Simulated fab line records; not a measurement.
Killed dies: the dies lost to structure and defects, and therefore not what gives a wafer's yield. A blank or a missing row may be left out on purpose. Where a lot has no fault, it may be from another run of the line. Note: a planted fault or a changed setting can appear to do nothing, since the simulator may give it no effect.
One fault through the eyes of 2 desks || flow n5-finfet || each desk has only its own numbers; what lay behind them comes last

TOOL OWNER'S DESK, pvd-sputter-02
At N5_BEOL_M8_PRE_CLEAN_45 (time 30 s), the tool's own readings, given per lot that ran on this tool as the mean of the sampled wafers with a number. Marked OUT: a lot whose mean sits more than 4 standard deviations from the usual mean, which makes it out of limits; the brackets give that distance.
Columns: A = heater-power-w at N5_BEOL_M8_PRE_CLEAN_45, usual 337 W
{"lot": "L449", "first seen here": "day 9 18:51", "A": 392}
{"lot": "L461", "first seen here": "day 12 20:16", "A": 346}
{"lot": "L458", "first seen here": "day 12 20:20", "A": 411}
{"lot": "L457", "first seen here": "day 12 20:36", "A": 333}
{"lot": "L459", "first seen here": "day 13 14:15", "A": 379}
{"lot": "L464", "first seen here": "day 14 12:43", "A": 362}
{"lot": "L465", "first seen here": "day 14 12:48", "A": 354}
This desk's finding: nothing out of limits on any of the 7 lots.

METROLOGY DESK
Lot by lot, what the gauges showed, no matter which tool ran the lot: averages of those sampled wafers that carry a number. Marked OUT: a lot whose mean sits more than 4 standard deviations from the usual mean, which makes it out of limits; the brackets give that distance.
Columns: A = PASS_OPEN_OVL at N5_PASSIVATION_OVL_MEAS_66, usual 2 nm
{"lot": "L448", "first seen here": "day 12 04:37", "A": -2}
{"lot": "L449", "first seen here": "day 12 08:49", "A": 8}
{"lot": "L450", "first seen here": "day 12 13:01", "A": 9}
{"lot": "L452", "first seen here": "day 12 22:02", "A": 4}
{"lot": "L451", "first seen here": "day 13 16:20", "A": 3}
{"lot": "L458", "first seen here": "day 15 15:21", "A": 0}
{"lot": "L461", "first seen here": "day 15 15:43", "A": 7}
{"lot": "L457", "first seen here": "day 15 16:50", "A": -3}
{"lot": "L460", "first seen here": "day 15 20:23", "A": -6}
{"lot": "L456", "first seen here": "day 15 21:31", "A": 2}
{"lot": "L459", "first seen here": "day 16 08:07", "A": -2}
{"lot": "L465", "first seen here": "day 17 07:22", "A": 1}
{"lot": "L464", "first seen here": "day 17 11:49", "A": 2}
{"lot": "L470", "first seen here": "day 18 01:22", "A": 3}
{"lot": "L471", "first seen here": "day 18 20:58", "A": -3}
This desk's finding: nothing out of limits on any of the 15 lots.

ALL TOGETHER
Nothing out of limits was seen by the tool owner's desk.
The metrology desk saw nothing out of limits.

WHAT WAS PUT IN BY THE SIMULATOR
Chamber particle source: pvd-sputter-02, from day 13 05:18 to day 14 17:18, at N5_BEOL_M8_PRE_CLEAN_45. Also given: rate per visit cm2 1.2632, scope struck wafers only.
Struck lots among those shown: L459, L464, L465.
